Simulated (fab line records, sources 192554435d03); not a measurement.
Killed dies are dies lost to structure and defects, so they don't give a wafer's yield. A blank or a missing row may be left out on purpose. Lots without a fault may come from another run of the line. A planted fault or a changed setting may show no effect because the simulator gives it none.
Split-lot experiment | flow n5_finfet | 7 lots, 39 wafers read, on a route of 1938 steps

THE SPLIT
At N5_BEOL_M0_SAQP_SPACER1_ALD_98 (deposits SiO2, target thk 12.8 nm, pulse time 1 s, purge time 2 s), the setting ald_cycles was moved away from the recipe's 138 on 12 of the 39 wafers read, by -58.7% to +55.8%. The other wafers ran this setting at the recipe's value.

FROM THE SPLIT TO THE READING: what the file shows between them, 2 steps
- N5_BEOL_M0_SAQP_SPACER1_ETCHBACK_99: etches SiO2 in CHF3/O2, target depth 15.4 nm, time 7.7 s
- N5_BEOL_M0_SAQP_MANDREL1_REMOVE_100: chemistry HBr/Cl2/O2, target a-Si, stops on SiNx, bt time 10 s

THE READING
cd_nm, in nm, at N5_BEOL_M0_SAQP_CD_MEAS_25 (target cd 13.1 nm). Fault-free wafers of this fab line usually give 12.79 nm, standard deviation 0.22 nm.

wafer  | tool, chamber at the split | ald_cycles as run | against the recipe | cd_nm, nm | against lot-mates on the recipe
L076.3 | ald_sin-02, 3,0,3          | 138               | recipe             | 12.86     | -
L076.4 | ald_sin-02, 3,0,3          | 138               | recipe             | 12.89     | -
L076.5 | ald_sin-02, 3,0,3          | 138               | recipe             | 12.90     | -
L082.1 | ald_sin-01, 2,0,1,3,1,2    | 138               | recipe             | 12.66     | -
L082.2 | ald_sin-01, 2,0,1,3,1,2    | 138               | recipe             | 12.41     | -
L082.3 | ald_sin-01, 2,0,1,3,1,2    | 138               | recipe             | 12.81     | -
L082.4 | ald_sin-01, 2,0,1,3,1,2    | 138               | recipe             | 12.68     | -
L082.5 | ald_sin-01, 2,0,1,3,1,2    | 138               | recipe             | 12.39     | -
L082.6 | ald_sin-01, 2,0,1,3,1,2    | 138               | recipe             | 12.89     | -
L087.1 | ald_sin-04, 1,1,2          | 98                | -29.0%             | 8.76      | -3.95
L087.2 | ald_sin-04, 3              | 138               | recipe             | 12.83     | -
L087.3 | ald_sin-04, 2,3            | 138               | recipe             | 12.52     | -
L087.4 | ald_sin-04, 1,1,2          | 98                | -29.0%             | 8.92      | -3.79
L087.5 | ald_sin-04, 2,3            | 138               | recipe             | 12.78     | -
L087.6 | ald_sin-04, 1,1,2          | 98                | -29.0%             | 8.91      | -3.80
L090.1 | ald_sin-01, 2,1,0,3,2,1    | 138               | recipe             | 12.93     | -
L090.2 | ald_sin-01, 2,1,0,3,2,1    | 138               | recipe             | 12.76     | -
L090.3 | ald_sin-01, 2,1,0,3,2,1    | 138               | recipe             | 12.97     | -
L090.4 | ald_sin-01, 2,1,0,3,2,1    | 138               | recipe             | 13.09     | -
L090.5 | ald_sin-01, 2,1,0,3,2,1    | 138               | recipe             | 13.03     | -
L090.6 | ald_sin-01, 2,1,0,3,2,1    | 138               | recipe             | 13.04     | -
L093.1 | ald_sin-01, 3,0,1          | 138               | recipe             | 12.99     | -
L093.2 | ald_sin-01, 3,0,1          | 138               | recipe             | 12.75     | -
L093.3 | ald_sin-01, 2,1            | 81                | -41.3%             | 7.51      | -5.42
L093.4 | ald_sin-01, 2,1            | 81                | -41.3%             | 7.20      | -5.73
L093.5 | ald_sin-01, 0              | 81                | -41.3%             | 7.21      | -5.72
L093.6 | ald_sin-01, 3,0,1          | 138               | recipe             | 13.05     | -
L096.1 | ald_sin-01, 3,2,0          | 138               | recipe             | 13.08     | -
L096.2 | ald_sin-01, 3,2,0          | 138               | recipe             | 12.98     | -
L096.3 | ald_sin-01, 1              | 215               | +55.8%             | 19.85     | +6.78
L096.4 | ald_sin-01, 0,1            | 215               | +55.8%             | 19.88     | +6.81
L096.5 | ald_sin-01, 3,2,0          | 138               | recipe             | 13.16     | -
L096.6 | ald_sin-01, 0,1            | 215               | +55.8%             | 19.91     | +6.84
L097.1 | ald_sin-04, 3,0,2          | 57                | -58.7%             | 4.88      | -7.76
L097.2 | ald_sin-04, 3,0,2          | 57                | -58.7%             | 4.99      | -7.65
L097.3 | ald_sin-04, 3,0,2          | 57                | -58.7%             | 5.31      | -7.33
L097.4 | ald_sin-04, 1              | 138               | recipe             | 12.74     | -
L097.5 | ald_sin-04, 2,3            | 138               | recipe             | 12.74     | -
L097.6 | ald_sin-04, 2,3            | 138               | recipe             | 12.44     | -
Where a row lists several chambers, the file gives one row for several wafers and doesn't say which wafer went through which chamber.

THE FIT
A straight line over all 39 wafers: cd_nm changes by +0.131 nm for each +1% of ald_cycles; r = +1.00; the points scatter about the line by 0.21 nm.
The same after taking each lot's own level away (the mean of its wafers on the recipe; 39 wafers): +0.128 nm for each +1%; r = +1.00; scatter 0.18 nm.
On that fit, the largest move of ald_cycles shifts the reading by 7.5 nm.
The lots' own levels span 12.640 to 13.073 nm, that is 2.0 times the standard deviation above.
So the lot-to-lot level changes the slope little: the two slopes agree.
Check: with one of the wafers moved furthest among these (-58.7%) left out of the fit, the line predicts -7.54 nm for it against its lot-mates. It came out at -7.76 nm against them.

OTHER SPLITS ON THESE WAFERS
These wafers also went through other splits before the reading. Each is held against what the fit with the lots' levels taken away leaves over:
other split on the same wafers    | wafers away from the commonest value | r with cd_nm (lot level and that fit taken away)
N5_MOL_CONTACT_COAG_ALD_27 time_s | 12                                   | +0.00

THE WHOLE CHAIN: every reading that the file lists as answering this split, in the file's order
step                                | what it does                                                      | reading                                                                                     | change (the file's fit)               | r (the file's)
N5_BEOL_M0_SAQP_SPACER1_ALD_98      | deposits SiO2, target thk 12.8 nm, pulse time 1 s, purge time 2 s | SiO2_of_BEOL_M0_SAQP_SPACER1_ALD_98.thk_nm (the simulator's own value, which no gauge read) | +0.128 nm for each +1% of the setting | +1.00
N5_BEOL_M0_SAQP_MANDREL1_REMOVE_100 | chemistry HBr/Cl2/O2, target a-Si, stops on SiNx, bt time 10 s    | BEOL_M0_SAQP.cd_nm (the simulator's own value, which no gauge read)                         | +0.128 nm for each +1% of the setting | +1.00
N5_BEOL_M0_SAQP_MANDREL1_REMOVE_100 | chemistry HBr/Cl2/O2, target a-Si, stops on SiNx, bt time 10 s    | SiO2_of_BEOL_M0_SAQP_SPACER1_ALD_98.thk_nm (the simulator's own value, which no gauge read) | +0.104 nm for each +1% of the setting | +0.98
N5_BEOL_M0_SAQP_CD_MEAS_25          | target cd 13.1 nm                                                 | cd_nm                                                                                       | +0.128 nm for each +1% of the setting | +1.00

THE FILE'S OWN FIT
cd_nm changes by +0.128 nm for each +1% of ald_cycles, r = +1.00.
